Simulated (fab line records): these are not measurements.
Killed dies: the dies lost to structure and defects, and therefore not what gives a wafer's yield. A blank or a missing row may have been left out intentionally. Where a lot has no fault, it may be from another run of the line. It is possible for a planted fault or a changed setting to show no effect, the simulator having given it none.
fab line records	flow nand-harc
[record] lots = 22	wafers = 66	last-day = 33
route steps=1302 shown A_STAIRCASE@788 A_SGD_CUT@903
lots that met no fault: from a run of the same line without faults
start-h: hours from the record's opening day to when the first of the lot's shown wafers began	wait-h: hours from the lot's prior step to this one	" same as the row above	L1.1+2: a row that stands for several wafers	- either no value or no given start	* or withheld: withheld	< > ~ a bound
route shown NAME@n: a module of which the file shows steps, and the number in the route of the first	usual: mean/standard deviation taken from wafers without a fault	same: alike in all rows	chamber/n: place in a boat	sites: the reading at each site	_std_site: standard deviation across them	_edge_site: outer sites' mean less inner sites'	radius-mm: how far each site lies from the wafer's centre	mask NAME#n: copy n	behind: the tool/chamber that last shaped the wafer	hold: the reason the lot was held/the length of the hold in hours/how it ended	device: names the non-switching transistor (n, p or np)	end of line: at the end of the route, the tests of the same wafers	step lacking rows: just its recipe	killed: count of dies lost to structure and defects at first sort (not the wafer's yield)	map: dies across one wafer; x = killed, . = not, _ = none there
set.NAME: the setting as run; set.NAME@STEP: as run at that earlier step	model.NAME: the simulator's own value behind a step, which no gauge read
route steps across a sampled set of lots; one table per step, one row per wafer
services: a tool's chamber out of use, with start hour (start-h, from the record's first day; less than 0 if before it), hours out, and reason
[[steps]]
[step NHARC_A_STAIRCASE_ETCH_451]
[recipe] target-depth-a = 300	overetch-a = 30	time-s = 16.5	ion-energy-ev = 100	cf4-flow-sccm = 80	o2-flow-sccm = 20	ar-flow-sccm = 0	rf-w = 300	bias-w = 100	chemistry = CF4/O2
[usual] chamber-pressure-mTorr = 29.996/0.028	drypump-motor-current-A = 5.4/0.5	oes-product-au = 1.000/0.01	rf-vpp-V = 197.4/1.6	showerhead-plenum-p-Torr = 1.32/0.069	throttle-valve-pct = 13.398/0.0087
[same] time-s = 16.5
lot.wafer	tool	chamber	start-h	wait-h	chamber-pressure-mTorr	drypump-motor-current-A	oes-product-au	rf-hours-counter-h	rf-vpp-V	showerhead-plenum-p-Torr	throttle-valve-pct
L074.3	rie-diel-06	3	-	-	30.024	5.0	1.013	22	195.0	1.25	13.401
L074.1	"	2	"	"	29.973	4.8	1.007	24	196.0	1.24	13.387
L074.5	"	3	"	"	29.994	5.0	1.019	-	195.6	1.25	13.394
L075.4	rie-diel-08	3	-	-	29.996	5.2	0.997	2	198.7	1.43	13.409
L075.1	"	2	"	"	30.008	4.9	0.997	1	196.4	1.28	13.403
L075.5	"	0	"	"	30.007	5.1	1.001	-	198.6	1.28	13.396
L076.2	rie-diel-08	0	-	-	30.028	5.1	1.004	4	197.9	1.28	13.401
L076.6	"	2	"	"	29.972	4.8	0.990	-	196.7	1.27	13.399
L076.4	"	1	"	"	29.941	4.9	1.008	-	197.2	1.34	13.402
L077.5	rie-diel-06	1	-	-	30.034	5.1	0.986	-	200.0	1.43	13.398
L077.4	"	3	"	"	29.993	5.0	1.017	-	196.3	1.25	13.397
L077.6	"	0	"	"	30.035	5.6	0.997	-	195.6	1.24	13.397
L078.3	rie-diel-08	3	-	-	30.021	5.2	1.003	5	200.0	1.43	13.397
L078.1	"	0	"	"	29.960	5.1	1.001	12	196.8	1.28	13.401
L078.6	"	2	"	"	30.001	4.8	0.994	-	196.0	1.27	13.424
L079.3	rie-diel-06	2	-	-	29.981	4.8	1.003	32	196.5	1.24	13.392
L079.5	"	0	"	"	30.003	5.6	0.993	-	195.8	1.24	13.406
L079.6	"	1	"	"	29.938	5.2	0.992	-	198.1	1.43	13.403
L080.3	rie-diel-06	2	-	-	29.989	4.8	0.990	34	197.0	1.24	13.402
L080.2	"	3	"	"	29.951	5.0	1.012	37	196.6	1.25	13.398
L080.1	"	0	"	"	29.993	5.6	0.996	34	195.9	1.24	13.387
L081.4	rie-diel-01	1	-	-	29.994	6.3	1.007	15	196.2	1.27	13.397
L081.2	"	3	"	"	30.013	5.3	1.018	14	195.9	1.28	13.406
L081.5	"	1	"	"	29.983	6.3	1.007	-	196.8	1.27	13.381
L082.2	rie-diel-01	0	-	-	29.984	6.0	1.004	17	198.3	1.32	13.386
L082.6	"	2	"	"	29.962	6.0	0.984	-	198.2	1.36	13.409
L082.5	"	3	"	"	30.021	5.3	1.013	-	197.2	1.28	13.423
L083.1	rie-diel-08	2	-	-	29.987	4.8	0.985	44	195.7	1.27	13.411
L083.2	"	3	"	"	29.976	5.2	0.991	30	199.3	1.43	13.395
L083.5	"	0	"	"	29.969	5.1	0.998	-	195.9	1.28	13.384
L085.2	rie-diel-01	1	-	-	30.019	6.3	0.999	29	196.8	1.27	13.405
L085.1	"	2	"	"	30.009	6.0	0.982	21	198.1	1.36	13.396
L085.3	"	3	"	"	29.997	5.3	1.003	24	196.9	1.28	13.403
L084.3	rie-diel-08	0	-	-	30.008	5.1	1.003	35	197.5	1.28	13.402
L084.5	"	0	"	"	30.028	5.1	1.003	-	196.0	1.28	13.414
L084.4	"	2	"	"	29.999	4.8	0.990	-	196.2	1.27	13.402
L086.1	rie-diel-01	0	-	-	29.963	6.0	1.001	29	196.2	1.32	13.396
L086.3	"	1	"	"	30.029	6.2	0.999	31	196.8	1.27	13.386
L086.4	"	2	"	"	29.987	6.0	0.973	22	200.0	1.36	13.403
L088.1	rie-diel-08	1	-	-	29.993	4.9	1.002	46	198.2	1.33	13.406
L088.5	"	2	"	"	30.031	4.8	0.985	-	195.8	1.26	13.388
L088.4	"	3	"	"	30.012	5.2	0.976	-	200.9	1.42	13.388
L089.2	rie-diel-01	2	-	-	29.920	6.1	0.968	33	197.8	1.36	13.401
L089.4	"	3	"	"	30.041	5.3	1.007	38	197.5	1.27	13.393
L089.5	"	0	"	"	29.995	6.0	1.007	-	196.3	1.32	13.380
L091.4	rie-diel-01	2	-	-	29.983	6.0	0.980	38	199.3	1.36	13.379
L091.2	"	0	"	"	30.007	6.0	0.998	49	198.1	1.31	13.389
L091.5	"	2	"	"	30.021	6.0	0.980	-	198.8	1.36	13.383
L090.4	rie-diel-08	3	-	-	30.002	5.2	0.989	48	199.6	1.42	13.393
L090.6	"	1	"	"	29.991	4.9	0.993	-	197.8	1.33	13.401
L090.5	"	2	"	"	29.977	4.8	0.988	-	196.0	1.26	13.393
L093.4	rie-diel-06	0	-	-	30.015	5.6	1.005	25	199.8	1.44	13.404
L093.3	"	1	"	"	30.022	5.1	0.989	25	199.3	1.41	13.400
L093.6	"	0	"	"	30.008	5.6	0.996	-	199.7	1.44	13.395
L094.2	rie-diel-08	3	-	-	30.073	5.2	1.000	4	199.7	1.42	13.405
L094.5	"	0	"	"	29.988	5.1	1.000	-	195.5	1.27	13.390
L094.6	"	1	"	"	30.049	4.9	0.995	-	196.9	1.33	13.393
L096.4	rie-diel-06	3	-	-	30.021	5.0	1.022	29	195.3	1.24	13.416
L096.1	"	0	"	"	29.976	5.7	0.990	31	201.8	1.44	13.385
L096.3	"	2	"	"	30.010	4.8	1.001	23	198.5	1.44	13.389
L095.4	rie-diel-01	0	-	-	30.019	6.0	1.001	5	198.5	1.31	13.398
L095.2	"	1	"	"	29.987	6.2	1.009	5	196.4	1.27	13.399
L095.5	"	1	"	"	30.042	6.2	1.006	-	196.8	1.27	13.393
L097.4	rie-diel-01	0	-	-	29.996	6.0	0.996	13	198.8	1.31	13.381
L097.2	"	1	"	"	29.971	6.3	1.010	14	196.5	1.26	13.401
L097.6	"	2	"	"	30.029	6.0	0.994	-	198.3	1.35	13.386
[step NHARC_A_STAIRCASE_ETCH_452]
[recipe] target-depth-a = 300	overetch-a = 30	time-s = 16.5	ion-energy-ev = 100	cf4-flow-sccm = 80	o2-flow-sccm = 20	ar-flow-sccm = 0	rf-w = 300	bias-w = 100	chemistry = CF4/O2
[usual] chamber-pressure-mTorr = 30.001/0.029	drypump-motor-current-A = 5.3/0.48	oes-product-au = 1.002/0.0098	rf-vpp-V = 197.6/1.8	showerhead-plenum-p-Torr = 1.32/0.077	throttle-valve-pct = 13.397/0.0095
[same] time-s = 16.5
lot.wafer	tool	chamber	start-h	wait-h	chamber-pressure-mTorr	drypump-motor-current-A	oes-product-au	rf-hours-counter-h	rf-vpp-V	showerhead-plenum-p-Torr	throttle-valve-pct
L074.1	rie-diel-01	1	-	-	30.079	6.3	1.001	0	196.6	1.28	13.404
L074.3	"	3	"	"	30.000	5.3	1.016	0	196.2	1.28	13.401
L074.5	"	1	"	"	29.920	6.3	1.008	-	195.5	1.28	13.399
L075.1	rie-diel-01	0	-	-	29.978	6.0	0.998	1	197.5	1.32	13.395
L075.5	"	1	"	"	30.001	6.3	0.996	-	196.1	1.28	13.397
L075.4	"	0	"	"	29.991	6.0	1.004	-	197.0	1.32	13.400
L076.2	rie-diel-08	0	-	-	30.035	5.1	1.003	10	198.0	1.28	13.379
L076.4	"	2	"	"	29.997	4.8	1.004	10	196.1	1.27	13.396
L076.6	"	0	"	"	29.981	5.1	1.012	-	197.7	1.28	13.397
L077.4	rie-diel-06	2	-	-	29.995	4.8	1.008	32	195.1	1.24	13.395
L077.5	"	3	"	"	30.019	5.0	1.018	-	196.2	1.25	13.411
L077.6	"	0	"	"	29.965	5.6	1.007	-	198.0	1.24	13.412
L078.3	rie-diel-08	1	-	-	29.939	4.9	0.998	15	198.1	1.34	13.416
L078.1	"	2	"	"	29.998	4.8	0.989	15	195.3	1.27	13.395
L078.6	"	0	"	"	30.074	5.1	1.002	-	195.8	1.28	13.395
L079.3	rie-diel-01	0	-	-	29.972	6.0	1.009	11	198.9	1.32	13.392
L079.6	"	1	"	"	30.008	6.2	0.989	-	197.0	1.28	13.400
L079.5	"	2	"	"	29.958	6.0	0.990	-	199.6	1.37	13.393
L080.3	rie-diel-06	1	-	-	29.999	5.2	0.987	37	201.2	1.43	13.397
L080.1	"	2	"	"	29.997	4.8	1.008	35	195.4	1.24	13.389
L080.2	"	3	"	"	30.004	5.0	1.029	39	196.1	1.25	13.398
L081.2	rie-diel-06	2	-	-	29.982	4.8	0.989	43	194.0	1.24	13.404
L081.4	"	0	"	"	30.030	5.6	1.004	42	196.0	1.24	13.397
L081.5	"	2	"	"	30.015	4.8	0.996	-	197.2	1.24	13.387
L082.2	rie-diel-06	1	-	-	29.988	5.1	1.001	50	199.8	1.42	13.386
L082.5	"	2	"	"	30.005	4.8	1.007	-	196.4	1.23	13.393
L082.6	"	3	"	"	29.980	5.0	1.033	-	196.8	1.25	13.403
L083.1	rie-diel-06	2	-	-	29.955	4.8	0.995	58	194.1	1.23	13.408
L083.2	"	3	"	"	29.989	5.0	1.012	61	194.5	1.25	13.402
L083.5	"	2	"	"	29.976	4.8	0.999	-	195.4	1.23	13.404
L085.3	rie-diel-08	2	-	-	29.996	4.8	0.996	48	197.7	1.27	13.383
L085.1	"	0	"	"	29.995	5.1	1.009	37	197.4	1.28	13.405
L085.2	"	1	"	"	30.012	4.9	0.999	37	197.7	1.33	13.410
L084.4	rie-diel-01	1	-	-	29.990	6.3	0.994	33	196.3	1.27	13.388
L084.3	"	2	"	"	29.995	6.1	0.997	23	198.7	1.36	13.401
L084.5	"	0	"	"	29.984	6.0	1.013	-	198.4	1.32	13.396
L086.3	rie-diel-06	0	-	-	29.992	5.6	1.005	0	200.9	1.45	13.398
L086.1	"	1	"	"	29.970	5.2	1.002	0	199.6	1.42	13.400
L086.4	"	2	"	"	29.966	4.7	1.004	0	199.5	1.45	13.389
L088.1	rie-diel-06	2	-	-	30.017	4.7	0.995	8	200.6	1.44	13.394
L088.4	"	3	"	"	29.985	5.0	1.009	-	195.7	1.24	13.396
L088.5	"	0	"	"	30.034	5.6	0.992	-	198.1	1.44	13.402
L089.4	rie-diel-08	3	-	-	30.022	5.2	0.990	45	198.1	1.42	13.401
L089.2	"	1	"	"	30.033	4.9	1.014	56	198.6	1.33	13.386
L089.5	"	3	"	"	29.945	5.2	0.997	-	199.8	1.42	13.380
L091.4	rie-diel-06	2	-	-	29.979	4.8	1.013	15	200.6	1.44	13.384
L091.2	"	0	"	"	29.989	5.6	0.995	22	199.9	1.44	13.390
L091.5	"	2	"	"	29.955	4.8	0.995	-	200.0	1.44	13.381
L090.4	rie-diel-01	0	-	-	29.975	6.0	1.012	55	197.4	1.31	13.395
L090.5	"	2	"	"	30.005	6.0	0.987	-	200.5	1.36	13.405
L090.6	"	3	"	"	30.016	5.3	1.009	-	194.5	1.27	13.396
L093.4	rie-diel-06	0	-	-	29.993	5.7	0.998	27	200.2	1.44	13.384
L093.3	"	2	"	"	29.989	4.7	1.011	19	200.8	1.44	13.410
L093.6	"	0	"	"	30.041	5.6	0.991	-	201.2	1.44	13.415
L094.2	rie-diel-01	1	-	-	29.963	6.3	1.001	4	196.4	1.27	13.391
L094.6	"	0	"	"	30.026	6.0	0.990	-	198.4	1.31	13.400
L094.5	"	1	"	"	29.992	6.3	0.996	-	196.9	1.27	13.401
L096.1	rie-diel-06	3	-	-	29.958	5.1	1.002	32	194.6	1.24	13.388
L096.3	"	0	"	"	29.988	5.6	0.992	33	199.0	1.44	13.403
L096.4	"	1	"	"	29.981	5.1	0.991	33	199.1	1.41	13.408
L095.2	rie-diel-08	0	-	-	29.986	5.1	0.999	11	196.7	1.27	13.396
L095.4	"	2	"	"	29.961	4.8	0.995	8	195.8	1.26	13.394
L095.5	"	3	"	"	30.006	5.2	0.998	-	199.5	1.42	13.390
L097.2	rie-diel-01	2	-	-	29.975	6.0	0.995	16	197.6	1.35	13.395
L097.4	"	3	"	"	30.058	5.3	1.019	15	195.7	1.27	13.402
L097.6	"	2	"	"	30.022	6.0	1.001	-	200.4	1.35	13.378
[step NHARC_A_STAIRCASE_ETCH_294]
[recipe] target-depth-a = 49890	time-s = 1211.6	ion-energy-ev = 800	c4f8-flow-sccm = 80	o2-flow-sccm = 60	ar-flow-sccm = withheld	rf-w = 600	bias-w = 3000	chemistry = C4F8/O2/Ar
[usual] chamber-pressure-mTorr = 25.002/0.021	oes-product-au = 0.933/0.011	rf-vpp-V = 1825/14
[same] time-s = 1211.6
lot.wafer	tool	chamber	start-h	wait-h	chamber-pressure-mTorr	oes-product-au	rf-hours-counter-h	rf-vpp-V
L074.3	rie-diel-01	0	-	-	25.012	0.957	0	1826
L074.1	"	1	"	"	25.022	0.955	0	1815
L074.5	"	1	"	"	25.029	0.949	-	1816
L075.1	rie-diel-01	0	-	-	24.992	0.941	2	1824
L075.5	"	3	"	"	25.008	0.946	-	1816
L075.4	"	0	"	"	24.990	0.935	-	1825
L076.4	rie-diel-08	1	-	-	24.990	0.933	10	1829
L076.2	"	3	"	"	24.997	0.949	3	1843
L076.6	"	2	"	"	24.988	0.936	-	1817
L077.4	rie-diel-06	1	-	-	24.998	0.927	33	1842
L077.6	"	0	"	"	24.977	0.931	-	1808
L077.5	"	1	"	"	25.039	0.921	-	1845
L078.3	rie-diel-08	2	-	-	24.982	0.932	15	1815
L078.1	"	1	"	"	25.002	0.925	15	1827
L078.6	"	3	"	"	25.036	0.924	-	1845
L079.3	rie-diel-01	1	-	-	25.013	0.931	13	1816
L079.5	"	2	"	"	24.963	0.913	-	1833
L079.6	"	3	"	"	24.995	0.932	-	1816
L080.2	rie-diel-06	1	-	-	24.998	0.933	37	1844
L080.1	"	2	"	"	24.990	0.921	35	1808
L080.3	"	3	"	"	25.021	0.947	39	1809
L081.2	rie-diel-06	0	-	-	25.001	0.932	42	1810
L081.4	"	1	"	"	24.978	0.932	43	1843
L081.5	"	1	"	"	24.960	0.931	-	1844
L082.2	rie-diel-06	0	-	-	25.031	0.931	50	1808
L082.6	"	0	"	"	25.015	0.936	-	1808
L082.5	"	1	"	"	25.003	0.919	-	1842
L083.2	rie-diel-06	3	-	-	25.009	0.960	61	1812
L083.1	"	0	"	"	25.002	0.938	58	1806
L083.5	"	2	"	"	25.005	0.936	-	1808
L085.3	rie-diel-08	1	-	-	24.982	0.924	37	1827
L085.1	"	2	"	"	25.042	0.926	48	1814
L085.2	"	0	"	"	25.010	0.931	37	1816
L084.4	rie-diel-01	0	-	-	24.974	0.947	31	1824
L084.3	"	2	"	"	25.021	0.928	23	1833
L084.5	"	3	"	"	25.025	0.931	-	1816
L086.4	rie-diel-06	2	-	-	25.010	0.945	0	1848
L086.3	"	3	"	"	25.008	0.961	0	1809
L086.1	"	0	"	"	25.047	0.943	0	1847
L088.4	rie-diel-06	0	-	-	25.036	0.928	7	1846
L088.1	"	2	"	"	24.994	0.928	8	1847
L088.5	"	0	"	"	24.977	0.914	-	1848
L089.4	rie-diel-08	1	-	-	25.005	0.937	56	1826
L089.2	"	3	"	"	24.988	0.919	45	1843
L089.5	"	2	"	"	24.999	0.924	-	1813
L091.2	rie-diel-06	3	-	-	25.000	0.947	21	1810
L091.4	"	1	"	"	24.995	0.916	23	1840
L091.5	"	3	"	"	24.983	0.953	-	1809
L090.4	rie-diel-01	1	-	-	25.013	0.929	55	1814
L090.6	"	2	"	"	25.008	0.922	-	1831
L090.5	"	3	"	"	25.017	0.929	-	1816
L093.3	rie-diel-06	1	-	-	25.007	0.909	27	1841
L093.4	"	0	"	"	24.998	0.921	28	1846
L093.6	"	1	"	"	24.993	0.915	-	1840
L094.2	rie-diel-01	0	-	-	25.009	0.955	4	1824
L094.5	"	0	"	"	25.013	0.952	-	1822
L094.6	"	1	"	"	25.005	0.940	-	1811
L096.3	rie-diel-06	1	-	-	25.024	0.923	33	1842
L096.4	"	3	"	"	24.990	0.939	32	1808
L096.1	"	0	"	"	24.988	0.937	33	1846
L095.2	rie-diel-08	0	-	-	25.008	0.930	11	1815
L095.4	"	3	"	"	25.032	0.925	11	1842
L095.5	"	1	"	"	24.995	0.916	-	1826
L097.2	rie-diel-01	3	-	-	25.030	0.945	15	1814
L097.4	"	1	"	"	24.976	0.929	16	1814
L097.6	"	0	"	"	24.956	0.935	-	1822
[step NHARC_A_STAIRCASE_DEP_417]
[recipe] target-thk-a = 600	step-coverage-pct = 20	temp-c = 400	target-thk-nm = 60	flow-sccm = 200	rf-w = 450	material = Si3N4
[usual] heater-power-outer-w = 408/59	heater-power-w = 676/69
lot.wafer	tool	chamber	start-h	wait-h	heater-power-outer-w	heater-power-w
L074.3	pecvd-03	2	405.00	-	547	827
L074.1	"	0	"	"	396	634
L074.5	"	0	"	"	403	671
L075.1	pecvd-02	1	407.54	-	415	641
L075.5	"	1	"	"	430	646
L075.4	"	2	"	"	443	739
L076.2	pecvd-03	2	408.97	-	464	729
L076.6	"	1	"	"	298	553
L076.4	"	2	"	"	475	723
L077.6	pecvd-01	1	415.74	-	364	679
L077.5	"	2	"	"	362	629
L077.4	"	0	"	"	468	743
L078.1	pecvd-02	2	425.42	-	379	658
L078.3	"	0	"	"	452	741
L078.6	"	2	"	"	380	641
L079.3	pecvd-01	1	428.13	-	329	634
L079.6	"	1	"	"	342	640
L079.5	"	0	"	"	454	730
L080.1	pecvd-01	1	438.34	-	412	726
L080.2	"	2	"	"	316	560
L080.3	"	0	"	"	481	751
L081.2	pecvd-01	0	453.50	-	416	681
L081.5	"	0	"	"	420	686
L081.4	"	2	"	"	364	611
L082.2	pecvd-01	0	475.01	-	380	646
L082.6	"	0	"	"	389	654
L082.5	"	2	"	"	391	676
L083.2	pecvd-03	2	494.33	-	457	697
L083.1	"	1	"	"	353	632
L083.5	"	1	"	"	355	624
L085.3	pecvd-02	0	500.65	-	463	755
L085.2	"	1	"	"	390	590
L085.1	"	2	"	"	385	662
L084.3	pecvd-03	1	502.44	-	366	654
L084.4	"	1	"	"	378	643
L084.5	"	0	"	"	385	648
L086.3	pecvd-03	0	509.40	-	416	693
L086.1	"	2	"	"	465	709
L086.4	"	1	"	"	280	538
L088.1	pecvd-02	0	533.00	-	434	720
L088.5	"	2	"	"	372	623
L088.4	"	0	"	"	449	734
L089.2	pecvd-01	1	547.15	-	355	649
L089.4	"	1	"	"	362	662
L089.5	"	2	"	"	389	685
L091.2	pecvd-02	2	557.92	-	429	725
L091.5	"	2	"	"	439	731
L091.4	"	0	"	"	448	733
L090.6	pecvd-03	1	561.35	-	306	550
L090.5	"	2	"	"	464	694
L090.4	"	0	"	"	422	677
L093.3	pecvd-03	2	577.33	-	545	805
L093.6	"	2	"	"	540	812
L093.4	"	1	"	"	278	519
L094.2	pecvd-03	0	586.97	-	445	718
L094.5	"	1	"	"	358	612
L094.6	"	2	"	"	479	714
L096.3	pecvd-01	1	598.88	-	408	708
L096.1	"	2	"	"	381	647
L096.4	"	2	"	"	380	669
L095.2	pecvd-01	0	603.83	-	464	727
L095.5	"	1	"	"	367	661
L095.4	"	2	"	"	295	568
L097.2	pecvd-01	2	624.42	-	397	662
L097.4	"	0	"	"	399	652
L097.6	"	2	"	"	395	668
[step NHARC_A_STAIRCASE_STRIP_475]
[recipe] time-s = 20	o2-flow-sccm = 500	ar-flow-sccm = 0	bias-w = 0	chemistry = O2
[usual] chamber-pressure-mTorr = 60.00/0.048	drypump-motor-current-A = 5.4/0.5	oes-product-au = 0.999/0.01	rf-vpp-V = 57.6/1	showerhead-plenum-p-Torr = 3.49/0.17	throttle-valve-pct = 17.036/0.0089
[same] time-s = 20
lot.wafer	tool	chamber	start-h	wait-h	chamber-pressure-mTorr	drypump-motor-current-A	oes-product-au	rf-hours-counter-h	rf-vpp-V	showerhead-plenum-p-Torr	throttle-valve-pct
L075.4	rie-diel-01	2	-	-	59.99	6.1	0.965	11	59.1	3.60	17.026
L075.1	"	0	"	"	59.96	6.0	1.006	15	58.0	3.49	17.048
L075.5	"	2	"	"	60.04	6.0	0.985	-	59.3	3.60	17.030
L074.1	rie-diel-06	3	-	-	60.02	5.0	1.018	47	56.4	3.31	17.024
L074.3	"	0	"	"	60.01	5.7	1.010	43	57.5	3.29	17.044
L074.5	"	1	"	"	60.10	5.2	1.000	-	57.7	3.75	17.047
L076.4	rie-diel-01	3	-	-	60.06	5.3	1.019	17	57.4	3.39	17.030
L076.2	"	2	"	"	60.08	6.1	0.994	13	56.7	3.60	17.042
L076.6	"	0	"	"	60.02	6.0	1.010	-	57.5	3.49	17.029
L077.4	rie-diel-01	3	-	-	59.98	5.3	1.018	18	57.9	3.39	17.026
L077.5	"	0	"	"	59.97	6.0	1.014	-	57.4	3.49	17.042
L077.6	"	1	"	"	59.98	6.2	1.005	-	58.5	3.37	17.035
L078.1	rie-diel-08	2	468.37	0.2	60.01	4.8	0.993	42	57.0	3.36	17.025
L078.3	"	3	"	"	60.01	5.2	1.000	28	58.9	3.76	17.021
L078.6	"	0	"	"	59.92	5.1	0.994	-	57.1	3.39	17.040
L079.3	rie-diel-06	3	-	-	60.04	5.1	1.003	56	57.1	3.31	17.037
L079.5	"	0	"	"	60.01	5.6	0.988	-	56.2	3.29	17.031
L079.6	"	1	"	"	59.96	5.2	0.982	-	59.3	3.75	17.042
L080.1	rie-diel-08	0	482.45	0.2	59.92	5.1	0.991	35	57.5	3.38	17.051
L080.2	"	2	"	"	60.03	4.8	0.991	47	57.1	3.35	17.039
L080.3	"	3	"	"	60.06	5.2	0.989	33	57.3	3.76	17.045
L081.4	rie-diel-06	1	-	-	59.94	5.1	0.989	2	57.1	3.74	17.016
L081.2	"	0	"	"	60.12	5.6	0.990	1	58.1	3.81	17.038
L081.5	"	1	"	"	60.05	5.1	0.989	-	59.8	3.74	17.020
L082.2	rie-diel-01	1	-	-	59.91	6.3	0.994	42	58.7	3.36	17.035
L082.6	"	0	"	"	59.98	6.0	1.006	-	58.7	3.48	17.016
L082.5	"	1	"	"	60.00	6.2	0.994	-	57.6	3.36	17.050
L083.2	rie-diel-08	2	-	-	59.93	4.8	0.986	67	56.2	3.34	17.042
L083.1	"	0	"	"	59.97	5.1	1.005	48	57.3	3.38	17.020
L083.5	"	2	"	"	60.03	4.8	0.985	-	56.1	3.34	17.029
L084.4	rie-diel-01	1	-	-	59.99	6.2	0.992	50	56.4	3.36	17.026
L084.3	"	2	"	"	60.00	6.0	0.972	38	57.7	3.59	17.037
L084.5	"	0	"	"	60.05	6.0	0.997	-	58.3	3.47	17.043
L085.2	rie-diel-01	3	-	-	59.99	5.3	0.995	42	59.6	3.37	17.049
L085.3	"	0	"	"	59.96	6.0	1.008	49	56.5	3.47	17.038
L085.1	"	1	"	"	60.05	6.3	0.997	50	57.9	3.36	17.041
L086.4	rie-diel-01	0	-	-	59.96	6.0	1.011	55	58.2	3.47	17.048
L086.1	"	2	"	"	60.03	6.1	0.975	42	58.2	3.59	17.033
L086.3	"	3	"	"	59.96	5.3	1.001	48	57.1	3.37	17.031
L088.1	rie-diel-01	0	-	-	60.01	6.0	1.012	3	55.7	3.47	17.030
L088.4	"	1	"	"	60.04	6.3	0.999	3	55.4	3.35	17.041
L088.5	"	2	"	"	60.03	6.1	1.003	-	57.9	3.58	17.028
L089.2	rie-diel-06	3	-	-	59.98	5.0	1.007	32	57.4	3.29	17.016
L089.4	"	0	"	"	60.08	5.6	0.996	34	56.9	3.79	17.030
L089.5	"	3	"	"	59.95	5.0	1.008	-	57.7	3.29	17.048
L091.2	rie-diel-08	1	-	-	60.05	4.9	0.997	16	58.9	3.50	17.029
L091.4	"	2	"	"	59.93	4.8	1.012	14	58.5	3.33	17.040
L091.5	"	3	"	"	60.04	5.2	0.982	-	58.9	3.74	17.032
L090.4	rie-diel-01	1	-	-	59.97	6.3	1.012	16	56.5	3.35	17.039
L090.5	"	0	"	"	59.95	6.0	1.002	-	59.3	3.46	17.023
L090.6	"	1	"	"	59.91	6.3	1.003	-	58.9	3.35	17.042
L093.3	rie-diel-06	3	-	-	59.97	5.0	1.010	39	57.2	3.28	17.044
L093.4	"	1	"	"	60.01	5.2	1.000	45	58.1	3.72	17.038
L093.6	"	3	"	"	59.94	5.0	1.017	-	56.8	3.28	17.036
L094.2	rie-diel-08	2	-	-	59.98	4.8	1.003	24	57.9	3.33	17.037
L094.6	"	2	"	"	60.02	4.8	1.004	-	58.6	3.33	17.035
L094.5	"	3	"	"	60.01	5.1	0.988	-	58.2	3.73	17.047
L095.4	rie-diel-08	3	-	-	60.05	5.2	0.999	32	58.3	3.73	17.038
L095.2	"	1	"	"	59.94	4.9	0.996	32	57.0	3.49	17.051
L095.5	"	3	"	"	60.01	5.2	1.000	-	57.6	3.73	17.027
L096.4	rie-diel-08	0	-	-	59.97	5.1	1.008	38	58.6	3.35	17.035
L096.1	"	1	"	"	60.04	4.9	0.994	33	57.7	3.49	17.031
L096.3	"	2	"	"	60.01	4.8	1.003	27	56.9	3.33	17.036
L097.2	rie-diel-08	2	-	-	60.02	4.8	0.999	34	56.3	3.32	17.048
L097.4	"	3	"	"	60.05	5.2	1.001	38	58.7	3.73	17.030
L097.6	"	2	"	"	59.94	4.8	1.003	-	58.5	3.32	17.055
[step NHARC_A_SGD_CUT_INSPECT_11]
[usual] raw-defect-count = 59/25
lot.wafer	tool	chamber	start-h	wait-h	raw-defect-count
L075.1	defect-inspect-02	-	447.93	0.0	76
L075.4	"	-	"	"	65
L075.5	"	-	"	"	67
L074.1	defect-inspect-01	-	450.51	0.0	100
L074.3	"	-	"	"	97
L074.5	"	-	"	"	93
L076.2	defect-inspect-01	-	453.16	0.0	112
L076.4	"	-	"	"	99
L076.6	"	-	"	"	99
L077.4	defect-inspect-01	-	460.79	0.0	76
L077.5	"	-	"	"	61
L077.6	"	-	"	"	64
L078.1	defect-inspect-02	-	470.02	0.0	122
L078.3	"	-	"	"	106
L078.6	"	-	"	"	118
L079.3	defect-inspect-02	-	470.20	0.0	22
L079.5	"	-	"	"	15
L079.6	"	-	"	"	17
L080.1	defect-inspect-01	-	484.11	0.0	51
L080.2	"	-	"	"	63
L080.3	"	-	"	"	63
L081.2	defect-inspect-01	-	501.72	0.0	71
L081.4	"	-	"	"	68
L081.5	"	-	"	"	67
L082.2	defect-inspect-02	-	526.81	0.0	75
L082.5	"	-	"	"	84
L082.6	"	-	"	"	88
L083.1	defect-inspect-02	-	538.41	0.0	25
L083.2	"	-	"	"	18
L083.5	"	-	"	"	30
L084.3	defect-inspect-01	-	542.78	0.0	40
L084.4	"	-	"	"	34
L084.5	"	-	"	"	48
L085.1	defect-inspect-02	-	544.00	0.0	55
L085.2	"	-	"	"	56
L085.3	"	-	"	"	57
L086.1	defect-inspect-01	-	554.30	0.0	50
L086.3	"	-	"	"	28
L086.4	"	-	"	"	46
L088.1	defect-inspect-01	-	576.89	0.0	34
L088.4	"	-	"	"	40
L088.5	"	-	"	"	47
L089.2	defect-inspect-01	-	594.93	0.0	47
L089.4	"	-	"	"	38
L089.5	"	-	"	"	44
L091.2	defect-inspect-02	-	608.95	0.0	56
L091.4	"	-	"	"	62
L091.5	"	-	"	"	75
L090.4	defect-inspect-02	-	609.25	0.0	51
L090.5	"	-	"	"	39
L090.6	"	-	"	"	49
L093.3	defect-inspect-01	-	620.36	0.0	60
L093.4	"	-	"	"	70
L093.6	"	-	"	"	71
L094.2	defect-inspect-01	-	637.22	0.0	61
L094.5	"	-	"	"	69
L094.6	"	-	"	"	63
L095.2	defect-inspect-01	-	646.61	0.0	29
L095.4	"	-	"	"	25
L095.5	"	-	"	"	27
L096.1	defect-inspect-02	-	647.59	0.0	67
L096.3	"	-	"	"	62
L096.4	"	-	"	"	69
L097.2	defect-inspect-01	-	670.76	0.0	50
L097.4	"	-	"	"	60
L097.6	"	-	"	"	61
[[services]]
tool	chamber	start-h	hours	kind
rie-diel-08	3	362.54	5.3	repair
pecvd-01	-	364.24	3.4	repair
pecvd-03	-	366.03	13.0	pm
rie-diel-08	-	370.30	9.0	pm
rie-diel-01	-	380.84	9.0	pm
rie-diel-06	2	396.28	6.9	repair
pecvd-03	-	410.01	1.5	repair
pecvd-01	0	410.06	5.1	repair
pecvd-01	-	417.89	5.8	repair
rie-diel-06	-	484.27	9.0	pm
rie-diel-08	3	484.52	13.7	repair
pecvd-01	-	492.18	13.0	pm
rie-diel-08	0	500.86	19.0	repair
rie-diel-06	1	513.87	7.6	repair
rie-diel-08	3	522.70	4.1	repair
pecvd-03	2	542.28	12.3	repair
pecvd-03	-	547.17	13.0	pm
rie-diel-08	-	547.30	9.0	pm
rie-diel-01	-	557.91	9.0	pm
rie-diel-01	3	633.26	22.2	repair
rie-diel-01	-	647.75	2.2	repair
pecvd-03	-	659.68	0.3	repair
rie-diel-06	-	661.27	9.0	pm
rie-diel-01	2	661.46	68.9	repair
[[key]]
fault none
